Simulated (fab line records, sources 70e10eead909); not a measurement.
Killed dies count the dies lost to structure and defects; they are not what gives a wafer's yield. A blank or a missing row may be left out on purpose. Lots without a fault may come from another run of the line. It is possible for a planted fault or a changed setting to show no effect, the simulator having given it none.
fab line records -- flow nandHarc
record: lots: 6, wafers: 18, lastDay: 24
route steps=1159 shown P_STI@85
lots with no fault: from the same line, run without faults
startH: start of the lot's first displayed wafer, in hours after the record's first day -- waitH: time in hours since the lot's previous step -- " identical to the entry in the row above -- L1.1+2: one row covering several wafers at once -- - no value, or no start given -- * or withheld: withheld -- < > ~ a bound
route shown NAME@n: names a module that has steps shown in the file, with the first one's number in the route -- usual: mean/standard deviation taken from wafers without a fault -- same: alike in all rows -- chamber/n: place in a boat -- sites: per-site readings -- _std_site: how widely they spread, as a standard deviation -- _edge_site: the outer-site mean with the inner-site mean subtracted -- radiusMm: how far each site lies from the wafer's centre -- mask NAME#n: copy n -- behind: the tool/chamber that last shaped the wafer -- hold: why the lot went on hold/how many hours it stayed there/how the hold came to an end -- device: the n, p or np transistor that did not switch -- end of line: at the end of the route, the tests of the same wafers -- a step without rows: its recipe alone -- killed: dies lost to structure and defects at the first sort, not the wafer's yield -- map: the dies of a wafer, with x for killed, . for not killed, _ for no die there
set.NAME: the setting that was run; set.NAME@STEP: the one run at that earlier step -- model.NAME: the simulator's own value behind a step, which no gauge read
lots seen at some steps along the route; tables by step, rows by wafer
services: when a tool's chamber went out of use (startH, in hours from the record's first day, below 0 if earlier), for how many hours, and the reason
== steps ==
step: NHARC_P_STI_INSPECT_11
usual: rawDefectCount: 5.5/2.8
lot.wafer,tool,chamber,startH,waitH,rawDefectCount
L867.1,defectInspect-02,-,45.31,0.0,10
L867.3,defectInspect-02,-,45.31,0.0,7
L867.4,defectInspect-02,-,45.31,0.0,11
L866.1,defectInspect-01,-,45.34,0.0,4
L866.4,defectInspect-01,-,45.34,0.0,5
L866.6,defectInspect-01,-,45.34,0.0,4
L875.1,defectInspect-01,-,91.22,0.0,4
L875.5,defectInspect-01,-,91.22,0.0,8
L875.6,defectInspect-01,-,91.22,0.0,10
L876.3,defectInspect-02,-,94.90,0.0,3
L876.4,defectInspect-02,-,94.90,0.0,7
L876.5,defectInspect-02,-,94.90,0.0,11
L888.1,defectInspect-02,-,169.53,0.0,7
L888.4,defectInspect-02,-,169.53,0.0,6
L888.5,defectInspect-02,-,169.53,0.0,6
L889.3,defectInspect-01,-,173.86,0.0,5
L889.5,defectInspect-01,-,173.86,0.0,3
L889.6,defectInspect-01,-,173.86,0.0,6
step: NHARC_P_STI_HARDBAKE_13
recipe: tempC: 118, timeS: 65
step: NHARC_P_STI_DESCUM_14
recipe: timeS: 3, o2FlowSccm: 200, arFlowSccm: 0, biasPowerW: 0, chemistry: O2
usual: drypumpMotorCurrentA: 5.8/0.36, oesProductAu: 1.000/0.0071, rfVppV: 57.7/0.88, showerheadPlenumPTorr: 1.90/0.065, throttleValvePct: 11.310/0.0099
lot.wafer,tool,chamber,startH,waitH,drypumpMotorCurrentA,oesProductAu,rfHoursCounterH,rfVppV,showerheadPlenumPTorr,throttleValvePct
L867.3,rieDiel-10,0,45.44,-,5.5,0.987,1.0,58.0,1.91,11.301
L867.1,rieDiel-10,1,45.44,-,5.6,0.985,1.1,57.0,1.87,11.329
L867.4,rieDiel-10,2,45.44,-,5.4,1.003,1.2,56.8,1.85,11.306
L866.4,rieDiel-10,3,45.49,-,5.9,0.999,1.0,57.9,1.81,11.310
L866.1,rieDiel-10,2,45.49,-,5.4,0.995,1.2,56.8,1.85,11.327
L866.6,rieDiel-10,3,45.49,-,5.9,1.004,-,58.4,1.81,11.311
L875.1,rieDiel-03,0,91.37,-,6.2,1.007,3.5,57.7,1.98,11.294
L875.6,rieDiel-03,2,91.37,-,5.3,1.005,-,57.6,1.93,11.307
L875.5,rieDiel-03,3,91.37,-,6.3,0.980,-,59.3,1.99,11.323
L876.3,rieDiel-09,3,95.04,-,5.5,1.000,0.4,58.4,1.79,11.336
L876.4,rieDiel-09,0,95.04,-,5.8,0.994,0.4,56.5,1.88,11.310
L876.5,rieDiel-09,3,95.04,-,5.5,1.002,-,57.3,1.79,11.303
L888.4,rieDiel-10,3,169.66,-,5.9,0.998,4.5,58.1,1.81,11.307
L888.1,rieDiel-10,0,169.66,-,5.4,0.993,4.4,57.1,1.91,11.311
L888.5,rieDiel-10,0,169.66,-,5.5,1.000,-,58.1,1.91,11.318
L889.3,rieDiel-03,2,174.01,-,5.2,1.005,7.9,56.0,1.93,11.320
L889.6,rieDiel-03,3,174.01,-,6.3,1.005,-,58.0,1.99,11.307
L889.5,rieDiel-03,0,174.01,-,6.2,1.006,-,57.1,1.98,11.313
step: NHARC_P_STI_ETCH_42
recipe: targetDepthA: 800, overetchA: 240, timeS: 61, ionEnergyEv: 200, n2FlowSccm: 150, h2FlowSccm: 150, arFlowSccm: 0, rfW: 400, biasW: 150, chemistry: N2/H2
usual: drypumpMotorCurrentA: 5.8/0.36, oesProductAu: 0.999/0.0072, rfVppV: 430.0/2.1, showerheadPlenumPTorr: 2.02/0.069, throttleValvePct: 14.171/0.0084
lot.wafer,tool,chamber,startH,waitH,drypumpMotorCurrentA,oesProductAu,rfHoursCounterH,rfVppV,showerheadPlenumPTorr,throttleValvePct
L867.1,rieDiel-10,0,45.54,0.1,5.4,1.001,1.0,430.7,2.04,14.182
L867.3,rieDiel-10,1,45.54,0.1,5.6,0.995,1.2,429.4,2.00,14.172
L867.4,rieDiel-10,3,45.54,0.1,5.9,1.006,1.0,426.7,1.93,14.170
L866.4,rieDiel-10,1,45.58,0.1,5.6,0.994,1.2,430.0,2.00,14.159
L866.1,rieDiel-10,2,45.58,0.1,5.4,1.004,1.2,427.2,1.97,14.177
L866.6,rieDiel-10,1,45.58,0.1,5.6,0.987,-,430.4,2.00,14.184
L875.1,rieDiel-03,2,91.44,0.1,5.3,0.995,2.8,429.7,2.06,14.180
L875.6,rieDiel-03,2,91.44,0.1,5.3,1.000,-,430.9,2.06,14.171
L875.5,rieDiel-03,3,91.44,0.1,6.3,0.977,-,432.8,2.12,14.167
L876.3,rieDiel-09,3,95.13,0.1,5.5,1.000,0.4,426.8,1.90,14.174
L876.4,rieDiel-09,0,95.13,0.1,5.8,0.995,0.4,429.9,2.00,14.169
L876.5,rieDiel-09,1,95.13,0.1,5.9,1.008,-,433.7,2.15,14.167
L888.4,rieDiel-10,1,169.75,0.1,5.6,0.984,4.2,428.3,1.99,14.188
L888.1,rieDiel-10,3,169.75,0.1,6.0,0.992,4.6,427.6,1.93,14.168
L888.5,rieDiel-10,0,169.75,0.1,5.5,1.000,-,430.5,2.04,14.175
L889.3,rieDiel-03,2,174.09,0.1,5.2,1.005,7.9,431.4,2.06,14.170
L889.6,rieDiel-03,3,174.09,0.1,6.3,0.991,-,434.3,2.12,14.176
L889.5,rieDiel-03,0,174.09,0.1,6.2,1.006,-,431.9,2.11,14.183
step: NHARC_P_STI_ETCH_31
recipe: targetDepthA: 1089, timeS: 54.5, cf4FlowSccm: 100, chf3FlowSccm: 30, arFlowSccm: 0, rfW: 500, biasW: 200, chemistry: CF4/CHF3
usual: drypumpMotorCurrentA: 5.8/0.36, oesProductAu: 0.964/0.014, rfVppV: 370.2/2, showerheadPlenumPTorr: 1.56/0.05, throttleValvePct: 16.802/0.0087
lot.wafer,tool,chamber,startH,waitH,drypumpMotorCurrentA,oesProductAu,rfHoursCounterH,rfVppV,showerheadPlenumPTorr,throttleValvePct
L867.3,rieDiel-10,3,-,-,5.9,0.938,1.0,368.6,1.49,16.795
L867.1,rieDiel-10,0,-,-,5.4,0.923,1.0,370.1,1.58,16.805
L867.4,rieDiel-10,1,-,-,5.5,0.944,1.2,370.3,1.54,16.809
L866.1,rieDiel-10,0,-,-,5.4,0.927,1.1,371.3,1.58,16.797
L866.4,rieDiel-10,1,-,-,5.6,0.945,1.2,368.5,1.54,16.793
L866.6,rieDiel-10,3,-,-,5.9,0.947,-,366.5,1.49,16.791
L875.1,rieDiel-03,1,-,-,6.2,0.976,3.1,370.4,1.58,16.790
L875.5,rieDiel-03,3,-,-,6.3,0.950,-,373.9,1.63,16.806
L875.6,rieDiel-03,0,-,-,6.2,0.985,-,373.6,1.62,16.808
L876.3,rieDiel-09,3,-,-,5.5,0.959,0.4,367.7,1.47,16.799
L876.4,rieDiel-09,0,-,-,5.8,0.972,0.4,368.3,1.55,16.819
L876.5,rieDiel-09,3,-,-,5.5,0.960,-,367.6,1.47,16.813
L888.1,rieDiel-10,1,-,-,5.5,0.970,4.2,369.2,1.54,16.805
L888.4,rieDiel-10,2,-,-,5.4,0.983,4.5,369.1,1.53,16.796
L888.5,rieDiel-10,0,-,-,5.5,0.966,-,370.1,1.57,16.809
L889.3,rieDiel-03,2,-,-,5.3,0.938,8.0,370.9,1.59,16.797
L889.6,rieDiel-03,0,-,-,6.2,0.934,-,373.3,1.62,16.808
L889.5,rieDiel-03,1,-,-,6.2,0.939,-,371.0,1.58,16.801
step: NHARC_P_STI_ETCH_15
recipe: targetDepthA: 3000, taperDeg: 4, timeS: 100.1, hbrFlowSccm: 150, cl2FlowSccm: 50, rfW: 400, icpW: 400, biasW: 100, chemistry: HBr/Cl2
usual: drypumpMotorCurrentA: 5.7/0.55, heBacksideLeakSccm: 2.70/0.25, oesProductAu: 1.000/0.0075, throttleValvePct: 26.406/0.0085
lot.wafer,tool,chamber,startH,waitH,drypumpMotorCurrentA,heBacksideLeakSccm,oesProductAu,rfHoursCounterH,throttleValvePct
L867.4,rieSi-04,3,45.73,-,5.7,2.78,0.996,0.8,26.399
L867.1,rieSi-04,0,45.73,-,5.6,2.40,1.006,0.8,26.421
L867.3,rieSi-04,2,45.73,-,5.7,2.36,0.996,0.8,26.410
L866.1,rieSi-02,2,45.78,-,6.2,3.12,1.007,0.1,26.401
L866.4,rieSi-02,0,45.78,-,4.8,2.56,1.015,0.0,26.406
L866.6,rieSi-02,1,45.78,-,6.5,2.84,1.009,-,26.409
L875.1,rieSi-04,0,91.66,-,5.6,2.35,0.996,1.2,26.407
L875.6,rieSi-04,2,91.66,-,5.7,2.42,1.003,-,26.392
L875.5,rieSi-04,3,91.66,-,5.7,2.93,0.991,-,26.423
L876.4,rieSi-02,3,95.31,-,5.5,2.19,0.994,0.3,26.398
L876.3,rieSi-02,1,95.31,-,6.5,2.93,1.013,0.5,26.431
L876.5,rieSi-02,3,95.31,-,5.5,3.36,0.993,-,26.410
L888.1,rieSi-02,0,169.96,-,4.8,2.59,1.005,1.0,26.397
L888.4,rieSi-02,2,169.96,-,6.2,3.01,0.998,1.2,26.409
L888.5,rieSi-02,0,169.96,-,4.8,2.73,1.003,-,26.407
L889.3,rieSi-05,1,174.27,-,5.2,2.57,1.007,0.6,26.394
L889.5,rieSi-05,1,174.27,-,5.2,2.82,0.999,-,26.412
L889.6,rieSi-05,2,174.27,-,5.0,2.61,1.008,-,26.403
step: NHARC_P_STI_CD_MEAS_16
usual: cdNm: 199.9/1.7
lot.wafer,tool,chamber,startH,waitH,cdNm
L867.1,cdSem-03,-,45.89,-,200.9
L867.3,cdSem-03,-,45.89,-,198.6
L867.4,cdSem-03,-,45.89,-,198.8
L866.1,cdSem-02,-,45.93,-,198.4
L866.4,cdSem-02,-,45.93,-,200.7
L866.6,cdSem-02,-,45.93,-,201.1
L875.1,cdSem-02,-,91.80,-,197.2
L875.5,cdSem-02,-,91.80,-,201.0
L875.6,cdSem-02,-,91.80,-,198.2
L876.3,cdSem-03,-,95.48,-,198.6
L876.4,cdSem-03,-,95.48,-,200.3
L876.5,cdSem-03,-,95.48,-,202.8
L888.1,cdSem-03,-,170.11,-,200.6
L888.4,cdSem-03,-,170.11,-,199.6
L888.5,cdSem-03,-,170.11,-,202.1
L889.3,cdSem-01,-,174.43,-,198.1
L889.5,cdSem-01,-,174.43,-,199.1
L889.6,cdSem-01,-,174.43,-,199.0
step: NHARC_P_STI_OCD_MEAS_17
usual: trenchDepthNm: 300.2/2.9, trenchFootCdNm: 158.4/1.7
lot.wafer,tool,chamber,startH,waitH,trenchDepthNm,trenchFootCdNm
L867.1,ocd-01,-,45.98,0.1,302.7,159.0
L867.3,ocd-01,-,45.98,0.1,299.6,158.6
L867.4,ocd-01,-,45.98,0.1,298.6,158.2
L866.1,ocd-02,-,46.02,0.1,303.6,157.4
L866.4,ocd-02,-,46.02,0.1,304.0,160.3
L866.6,ocd-02,-,46.02,0.1,303.7,159.7
L875.1,ocd-02,-,91.88,0.1,301.0,155.0
L875.5,ocd-02,-,91.88,0.1,296.9,158.6
L875.6,ocd-02,-,91.88,0.1,298.8,156.7
L876.3,ocd-02,-,95.56,0.1,302.1,157.3
L876.4,ocd-02,-,95.56,0.1,297.0,158.5
L876.5,ocd-02,-,95.56,0.1,299.0,160.7
L888.1,ocd-01,-,170.19,0.1,302.8,158.8
L888.4,ocd-01,-,170.19,0.1,297.6,159.0
L888.5,ocd-01,-,170.19,0.1,300.0,161.2
L889.3,ocd-01,-,174.52,0.1,302.0,157.2
L889.5,ocd-01,-,174.52,0.1,300.4,159.0
L889.6,ocd-01,-,174.52,0.1,303.9,158.3
step: NHARC_P_STI_STRIP_19
recipe: timeS: 900, tempC: 130, chemistry: SPM
step: NHARC_P_STI_PRECLEAN_32
recipe: timeS: *, tempC: 50, bathAgeMin: 0, chemistry: SC1
step: NHARC_P_STI_SRD_23
step: NHARC_P_STI_OCD_MEAS_43
usual: trenchDepthNm: 300.2/2.9, trenchFootCdNm: 158.4/1.6
lot.wafer,tool,chamber,startH,waitH,trenchDepthNm,trenchFootCdNm
L867.1,ocd-01,-,46.50,-,302.5,159.2
L867.3,ocd-01,-,46.50,-,300.3,158.7
L867.4,ocd-01,-,46.50,-,298.1,158.4
L866.1,ocd-02,-,46.52,-,304.3,157.2
L866.4,ocd-02,-,46.52,-,304.7,160.0
L866.6,ocd-02,-,46.52,-,303.7,160.4
L875.1,ocd-01,-,92.39,-,301.4,155.1
L875.5,ocd-01,-,92.39,-,297.2,158.1
L875.6,ocd-01,-,92.39,-,298.6,156.3
L876.3,ocd-01,-,96.07,-,301.7,157.1
L876.4,ocd-01,-,96.07,-,296.7,158.0
L876.5,ocd-01,-,96.07,-,299.3,160.7
L888.1,ocd-01,-,170.71,-,302.9,158.6
L888.4,ocd-01,-,170.71,-,298.1,158.8
L888.5,ocd-01,-,170.71,-,299.6,161.9
L889.3,ocd-01,-,175.03,-,301.5,157.1
L889.5,ocd-01,-,175.03,-,300.6,158.8
L889.6,ocd-01,-,175.03,-,303.9,157.9
step: NHARC_P_STI_OXIDE_33
recipe: targetThkA: 100, tempC: 1000, oxTimeS: 281, material: SiO2
usual: oxTempC: 1000.1/0.36, oxTimeS: 281/0, spikeTcLowerC: 1000.0/1.5, spikeTcUpperC: 1000.5/1.1
lot.wafer,tool,chamber,startH,waitH,oxTempC,oxTimeS,spikeTcLowerC,spikeTcUpperC
L866.1,furnace-03,0,53.12,6.6,999.6,281,1000.6,1000.1
L866.4,furnace-03,0,53.12,6.6,1000.0,281,1000.3,1000.3
L866.6,furnace-03,0,53.12,6.6,1000.1,281,1002.6,1000.8
L867.1,furnace-03,0,53.12,6.6,1000.3,281,1000.9,999.3
L867.3,furnace-03,0,53.12,6.6,1000.5,281,1000.7,998.9
L867.4,furnace-03,0,53.12,6.6,1000.1,281,1003.2,1000.3
L875.1,furnace-03,-,99.33,6.9,-,-,-,-
L875.5,furnace-03,-,99.33,6.9,-,-,-,-
L875.6,furnace-03,-,99.33,6.9,-,-,-,-
L876.3,furnace-03,-,99.33,3.3,-,-,-,-
L876.4,furnace-03,-,99.33,3.3,-,-,-,-
L876.5,furnace-03,-,99.33,3.3,-,-,-,-
L888.1,furnace-08,0,175.20,4.5,1000.1,281,998.2,999.3
L888.4,furnace-08,0,175.20,4.5,999.8,281,996.9,999.5
L888.5,furnace-08,0,175.20,4.5,1000.0,281,999.7,1002.8
L889.3,furnace-08,0,175.20,0.2,1000.1,281,996.3,1000.2
L889.5,furnace-08,0,175.20,0.2,999.8,281,997.0,1000.1
L889.6,furnace-08,0,175.20,0.2,999.6,281,999.2,999.5
step: NHARC_P_STI_HDPCVD_20
recipe: targetThkA: withheld, sigmaOpenFrac: withheld, material: SiO2
== services ==
tool,chamber,startH,hours,kind
rieDiel-10,0,33.00,-,clean
rieDiel-10,1,33.00,-,clean
rieDiel-10,2,33.00,-,clean
rieSi-02,3,33.67,3.4,repair
rieSi-02,-,34.00,9.0,pm
rieDiel-03,-,38.42,9.0,pm
rieDiel-09,1,40.96,19.5,repair
rieSi-05,0,45.71,1.1,repair
rieDiel-10,-,46.16,1.1,repair
rieSi-04,3,56.22,1.1,repair
rieSi-05,-,62.00,9.0,pm
rieDiel-10,1,64.74,7.9,repair
rieDiel-03,1,67.69,3.8,repair
rieDiel-09,1,69.86,2.7,repair
rieDiel-03,1,75.19,4.5,repair
rieDiel-09,-,77.10,9.0,pm
rieDiel-10,0,88.93,3.2,repair
rieSi-04,-,99.06,9.0,pm
rieSi-05,3,122.67,3.3,repair
furnace-03,-,135.27,6.4,repair
rieDiel-09,0,144.79,3.3,repair
rieDiel-10,-,151.66,0.2,repair
rieDiel-09,1,157.88,4.2,repair
rieDiel-09,0,168.54,1.2,repair
== key ==
firstSign: step: NHARC_P_STI_OXIDE_33, reading: toolRecord, direction: missing
effect none on later readings
metAt NHARC_P_STI_OXIDE_33
struckWafers L875.1,L875.5,L875.6,L876.3,L876.4,L876.5
laterRowsLeftOut L875.1,L875.5,L875.6,L876.3,L876.4,L876.5
sortLeftOut L875.1,L875.5,L875.6,L876.3,L876.4,L876.5
testerLeftOut L875,L876
onsetBetween 53.12 99.33
fault: kind: skippedStepWhole, tool: furnace-03, chamber: -, onsetH: 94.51, steps: NHARC_P_STI_OXIDE_33, scope: struckLotsOnly
testerLeftOut: of these lots the tester's yield and bins aren't shown, on N5 and GAA mostly nor the transistor test; their killed dies are dies lost to structure and defects alone, not to doping, threshold or leakage, so they don't give the yield
sortLeftOut: the simulated sort isn't trusted on such a fault, so these wafers' sort isn't shown, and their yield isn't known
laterRowsLeftOut: the simulator's readings of these wafers behind a module that went badly wrong aren't trusted and aren't shown, but for the sort
